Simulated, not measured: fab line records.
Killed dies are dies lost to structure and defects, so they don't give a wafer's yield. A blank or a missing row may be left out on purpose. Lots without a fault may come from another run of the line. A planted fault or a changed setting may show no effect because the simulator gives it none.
Which tool is to blame? | flow n5 finfet | Sampling: 12 lots, 36 wafers, 3 of 1938 route steps

## WHAT THE GAUGES READ, wafer by wafer
N5_BEOL_M1_OCD_MEAS_38.
lot  | measured     | on     | trench depth nm (nm)
L075 | day 6 13:16  | ocd-02 | 56.1 54.8 55.7
L077 | day 6 23:21  | ocd-02 | 54.7 53.7 53.9
L079 | day 7 17:39  | ocd-01 | 54.2 55.0 54.1
L080 | day 7 23:33  | ocd-02 | 54.8 56.0 54.0
L083 | day 8 16:10  | ocd-02 | 56.6 56.5 54.0
L085 | day 9 03:20  | ocd-01 | 54.1 57.0 54.8
L086 | day 10 02:14 | ocd-02 | 56.4 53.8 56.8
L089 | day 10 02:37 | ocd-01 | 53.9 54.1 55.8
L091 | day 10 12:25 | ocd-01 | 56.3 53.5 54.1
L093 | day 10 21:13 | ocd-01 | 55.4 55.7 55.4
L095 | day 11 21:13 | ocd-02 | 53.2 54.6 53.9
L097 | day 12 12:31 | ocd-01 | 56.4 54.2 54.6

## WHAT TOOL EACH LOT RAN ON (gives the tool, then ch and the chambers of the sampled wafers, and finally the start)
lot  | N5_BEOL_M1_ETCH_74                 | N5_BEOL_M1_ETCH_77
L075 | rie diel-01 ch 1,2,3, day 6 09:28  | rie diel-01 ch 0,2,3, day 6 10:28
L077 | rie diel-03 ch 0,1, day 6 21:25    | rie diel-01 ch 0,1, day 6 22:17
L079 | rie diel-02 ch 0,2,3, day 7 09:52  | rie diel-02 ch 0,2,3, day 7 10:46
L080 | rie diel-01 ch 0,1,2, day 7 18:49  | rie diel-01 ch 0,1,2, day 7 19:48
L083 | rie diel-01 ch 0,2,3, day 8 12:10  | rie diel-01 ch 0,2,3, day 8 13:08
L085 | rie diel-03 ch 0,1,2, day 8 23:58  | rie diel-01 ch 2,3, day 9 00:55
L086 | rie diel-02 ch 0,1,3, day 9 11:28  | rie diel-01 ch 1,2,3, day 9 12:28
L089 | rie diel-01 ch 0,1,3, day 9 16:12  | rie diel-01 ch 0,2,3, day 9 17:14
L091 | rie diel-02 ch 0,3, day 10 09:22   | rie diel-02 ch 0,2, day 10 10:14
L093 | rie diel-02 ch 0,2,3, day 10 15:22 | rie diel-02 ch 0,2,3, day 10 16:14
L095 | rie diel-03 ch 1,2,3, day 11 08:35 | rie diel-03 ch 1,2,3, day 11 09:27
L097 | rie diel-02 ch 0,1,3, day 11 20:50 | rie diel-02 ch 1,2,3, day 11 22:08
- N5_BEOL_M1_ETCH_74: etches underlayer in N2/H2, target depth 6.5 nm, time 5.2 s.
- N5_BEOL_M1_ETCH_77: etches underlayer in N2/H2, target depth 6.5 nm, time 5.2 s.

## THE ANSWER, worked out from the rows above alone
Rule: the lots themselves supply what counts as usual. The widest of any qualifying gaps counts: lots, ordered by their means at a reading, are off when they make up no more than a third of the lots, leave a main group of 4 or more, and stand apart from it by 3 or more times the standard deviation of that group's means. Not used: any main group whose means are identical at the precision the tables above print for the reading. A lot without any number at a reading at which 4 lots or more have one is off too. Any other lot the step has rows for is counted as sound.
Nothing can be told from this: no lot is off at any reading shown.

## WHAT THE SIMULATOR PUT IN
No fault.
